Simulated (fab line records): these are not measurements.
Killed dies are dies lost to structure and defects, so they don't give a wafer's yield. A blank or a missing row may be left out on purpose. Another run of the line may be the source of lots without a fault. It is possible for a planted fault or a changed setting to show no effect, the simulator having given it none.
Matching of chambers / flow n5-finfet / 4 sister chambers for N5_MOL_CONTACT_COAG_CMP_23 on cmp-04
The step polishes, stops on SiO2, t overpolish 1.5 s, target thk 0 nm. 4 wafers are shown with their chamber, then 7 later ones without.

WAFERS WITH THEIR CHAMBER
wafer=L304.1; chamber=1; time-to-endpoint-s (s)=11.2
wafer=L311.6; chamber=3; time-to-endpoint-s (s)=7.4
wafer=L312.2; chamber=2; time-to-endpoint-s (s)=8.9
wafer=L312.4; chamber=0; time-to-endpoint-s (s)=11.1

WAFERS WITH NO CHAMBER GIVEN
wafer=L312.6; time-to-endpoint-s (s)=10.7
wafer=L313.1; time-to-endpoint-s (s)=8.8
wafer=L313.2; time-to-endpoint-s (s)=11.3
wafer=L313.3; time-to-endpoint-s (s)=4.8
wafer=L314.2; time-to-endpoint-s (s)=11.0
wafer=L314.3; time-to-endpoint-s (s)=8.5
wafer=L314.6; time-to-endpoint-s (s)=9.6

CHAMBER TAKEN BY EACH
wafer=L312.6; from the rows above=can't be placed: 0 or 1 or 2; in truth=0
wafer=L313.1; from the rows above=can't be placed: 2 or 3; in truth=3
wafer=L313.2; from the rows above=can't be placed: 1 or 0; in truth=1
wafer=L313.3; from the rows above=can't be placed: 3 or 2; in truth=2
wafer=L314.2; from the rows above=can't be placed: 0 or 1 or 2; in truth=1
wafer=L314.3; from the rows above=can't be placed: 2 or 3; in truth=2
wafer=L314.6; from the rows above=can't be placed: 2 or 0 or 1 or 3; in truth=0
Correct placement for 0 of the 7. Can't be placed from these rows: 7 (the true chamber is among the candidates in 7). Number placed wrongly: 0.
How it was worked out, from the rows above alone: a wafer's distance from a chamber is the root of the sum, over the readings, of the square of ((its reading less the chamber's mean) divided by the reading's scatter). The wafer belongs to the nearest chamber; if the next one is less than 2 further off, it can't be placed. For every chamber, the mean is computed from those of its wafers that are shown. The scatter: with one shown wafer a chamber, the root of the mean of the squares of how far each hidden wafer lies from its nearest shown one.
